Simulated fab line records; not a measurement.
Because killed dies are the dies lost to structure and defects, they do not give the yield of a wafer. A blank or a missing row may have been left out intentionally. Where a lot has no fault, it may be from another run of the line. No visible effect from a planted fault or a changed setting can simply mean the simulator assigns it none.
A struck lot beside a sound one || flow n5_finfet || 17 out of 1938 route steps
Sound: wafers L141.1, L141.2, L141.3. Struck: wafer L131.3; the same lot's L131.2 was not struck, so it is left out; see the end for the cause.
Per side, at each step with rows, come the tool, then ch with its chambers, and then its first start. Under that, the readings that differ: sound wafers || struck wafers || difference of the means || sigmas: that difference in standard deviations of wafers without a fault.
alike: words and numbers the same on both sides, and readings whose means are apart by under 2 such deviations; not compared: readings that were withheld, readings missing a value for some wafer, numbers with overlapping values and no deviation given by the record, and bounds like >300 which may hide the same value.
A row with sigmas, a row that says differs or no value, or rows on one side alone: a step with any of these is where the two part. When numbers do not overlap yet have no deviation, they are printed without sigmas and do not part them. A reading missing from all wafers of one side parts the sides only when that side holds two or more wafers.

N5_BEOL_M3_ANNEAL_82: time 240 s.
  sound on pvd_sputter-03, day 13 10:40; struck on pvd_sputter-01, day 11 11:54
{"reading": "heater_power_w (W)", "sound": "747 895 791", "struck": 1034, "difference": "+223", "sigmas": "+3"}
then, 1 step without rows for these wafers: N5_BEOL_M3_SPUTTER_86 (material Cu, target thk 4.5 nm, time 8.29 s).
N5_BEOL_M3_ANNEAL_87: time 240 s.
  sound on pvd_sputter-03, day 13 10:53; struck on pvd_sputter-01, day 11 12:07
{"reading": "heater_power_w (W)", "sound": "752 869 792", "struck": 1070, "difference": "+266", "sigmas": "+3"}
then, 3 steps without rows for these wafers: N5_BEOL_M3_SPUTTER_88 (material Cu, target thk 4.5 nm, time 8.29 s); N5_BEOL_M3_ANNEAL_89 (time 240 s); N5_BEOL_M3_SPUTTER_90 (material Cu, target thk 4.5 nm, time 8.29 s).
N5_BEOL_M3_ANNEAL_91: time 240 s.
  sound on pvd_sputter-03, day 13 11:19; struck on pvd_sputter-01, day 11 12:34
{"reading": "heater_power_w (W)", "sound": "725 897 787", "struck": 1012, "difference": "+209", "sigmas": "+2"}
N5_BEOL_M3_SPUTTER_92: material Cu, target thk 4.5 nm, time 8.29 s.
  sound on pvd_sputter-03, day 13 11:28; struck on pvd_sputter-01, day 11 12:42
{"reading": "substrate_temp_c (C)", "sound": "-20.06 -20.02 -19.99", "struck": -19.70, "difference": "+0.32", "sigmas": "+3"}
  alike: throttle_valve_pct
then, 3 steps without rows for these wafers: N5_BEOL_M3_ANNEAL_93 (time 240 s); N5_BEOL_M3_SPUTTER_94 (material Cu, target thk 4.5 nm, time 8.29 s); N5_BEOL_M3_ANNEAL_95 (time 240 s).
N5_BEOL_M3_SPUTTER_96: material Cu, target thk 4.5 nm, time 8.29 s.
  sound on pvd_sputter-03, day 13 11:54; struck on pvd_sputter-01, day 11 13:08
  alike: substrate_temp_c, throttle_valve_pct
N5_BEOL_M3_ECD_50: material Cu, target thk 300 nm.
  sound on ecd_cu-01 ch 0,1, day 13 12:01; struck on ecd_cu-02 ch 1, day 11 13:16
{"reading": "model.Cu_of_BEOL_M3_ECD_50.thk_nm (nm)", "sound": "298.2 302.8 298.2", "struck": 498.2, "difference": "+198.5", "sigmas": ""}
then, 1 step without rows for these wafers: N5_BEOL_M3_ANNEAL_51 (time 90 s).
N5_BEOL_M3_CMP_52: polishes, stops on SiOC, t overpolish 6.8 s, target thk 40 nm.
  sound on cmp-04 ch 0,1,2, day 13 12:23; struck on cmp-01 ch 2, day 11 13:43
{"reading": "time_to_endpoint_s (s)", "sound": "61 63 65", "struck": 96, "difference": "+33", "sigmas": "+10"}
  alike: motor_current_A
N5_BEOL_M3_THK_MEAS_53: measures by xrf.
  sound on film_metro-01, day 13 12:41; struck on film_metro-01, day 11 13:56
  alike: M3_THK
N5_BEOL_M4_RC_MEAS_101:
  sound on prober-01 ch 0, day 14 00:56; struck on prober-01 ch 0, day 12 00:03
{"reading": "DIBL_N (mV/V)", "sound": "35.7 36.8 34.5", "struck": 39.5, "difference": "+3.8", "sigmas": "+2"}
  alike: DIBL_P, IOFF_N, IOFF_P, ION_N, ION_P, SS_N, SS_P, VT_N, VT_P

WHERE THEY PART
Last at N5_BEOL_M4_RC_MEAS_101 as far as this record goes, first at N5_BEOL_M3_ANNEAL_82.

WHY: whatever the simulator had introduced
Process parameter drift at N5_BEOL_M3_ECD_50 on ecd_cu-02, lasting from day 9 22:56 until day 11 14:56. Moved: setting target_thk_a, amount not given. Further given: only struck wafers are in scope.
